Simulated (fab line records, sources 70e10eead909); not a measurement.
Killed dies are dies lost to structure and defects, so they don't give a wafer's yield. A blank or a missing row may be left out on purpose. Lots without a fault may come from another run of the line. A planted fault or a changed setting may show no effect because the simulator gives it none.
Which tool did it? | flow nand_harc | 12 lots, 36 wafers sampled, at 3 steps of a route of 1159

WHAT THE GAUGES READ, wafer by wafer
NHARC_A_CHANNEL_FILL_D1_INSPECT_13.
lot  | measured     | on                | raw_defect_count
L075 | day 10 19:46 | defect_inspect-01 | 222 276 321
L077 | day 11 09:35 | defect_inspect-02 | 308 455 327
L079 | day 11 20:25 | defect_inspect-01 | 292 453 386
L082 | day 12 08:11 | defect_inspect-02 | 372 483 372
L081 | day 12 17:37 | defect_inspect-02 | 244 263 223
L085 | day 13 03:53 | defect_inspect-01 | 246 198 215
L087 | day 13 20:32 | defect_inspect-01 | 650 619 839
L089 | day 14 11:55 | defect_inspect-01 | 232 214 341
L090 | day 14 21:47 | defect_inspect-01 | 363 190 214
L093 | day 15 03:31 | defect_inspect-02 | 404 362 698
L094 | day 15 14:02 | defect_inspect-02 | 178 304 326
L096 | day 16 12:10 | defect_inspect-02 | 308 268 315

WHICH TOOL RAN EACH LOT (tool, then ch and the chambers of the sampled wafers, then the start)
lot  | NHARC_A_CHANNEL_HOLE_D1_XSEM_31 | NHARC_A_CHANNEL_FILL_D1_ALD_15
L075 | xsem-01 ch 0, day 8 13:16       | ald_sin_batch-03 ch 0, day 10 19:46 or earlier
L077 | xsem-01 ch 0, day 9 03:58       | ald_sin_batch-01 ch 0, day 9 19:38
L079 | xsem-01 ch 0, day 9 20:05       | ald_sin_batch-01 ch 0, day 11 20:25 or earlier
L082 | xsem-01 ch 0, day 10 07:49      | ald_sin_batch-02 ch 0, day 12 08:11 or earlier
L081 | xsem-01 ch 0, day 10 11:58      | ald_sin_batch-03 ch 0, day 12 17:37 or earlier
L085 | xsem-01 ch 0, day 11 05:22      | ald_sin_batch-02 ch 0, day 13 03:53 or earlier
L087 | xsem-01 ch 0, day 11 19:50      | ald_sin_batch-02 ch 0, day 13 20:32 or earlier
L089 | xsem-01 ch 0, day 12 09:47      | ald_sin_batch-03 ch 0, day 14 11:55 or earlier
L090 | xsem-01 ch 0, day 12 18:10      | ald_sin_batch-01 ch 0, day 14 21:47 or earlier
L093 | xsem-01 ch 0, day 13 04:43      | ald_sin_batch-01 ch 0, day 15 03:31 or earlier
L094 | xsem-01 ch 0, day 13 12:04      | ald_sin_batch-01 ch 0, day 15 14:02 or earlier
L096 | xsem-01 ch 0, day 14 08:46      | ald_sin_batch-01 ch 0, day 16 12:10 or earlier
- NHARC_A_CHANNEL_HOLE_D1_XSEM_31
- NHARC_A_CHANNEL_FILL_D1_ALD_15: deposits SiNx, target thk 2 nm, pulse time 60 s, ald cycles 19.

THE ANSWER, worked out from the rows above alone
Rule: what is usual is taken from the lots themselves. Put in order of their means at a reading, lots are off if they are a third of the lots or fewer, leave a main group of 4 or more, and stand apart from it by a gap of 3 or more times the standard deviation of the main group's means; of several such gaps the widest counts. A main group whose means are all the same, to the digits that the tables above print for the reading, isn't used. A lot without any number at a reading at which 4 lots or more have one is off too. The other lots that the step has rows for count as sound.
No lot is off at any reading shown: from this, nothing can be told.

WHAT THE SIMULATOR HAD PUT IN
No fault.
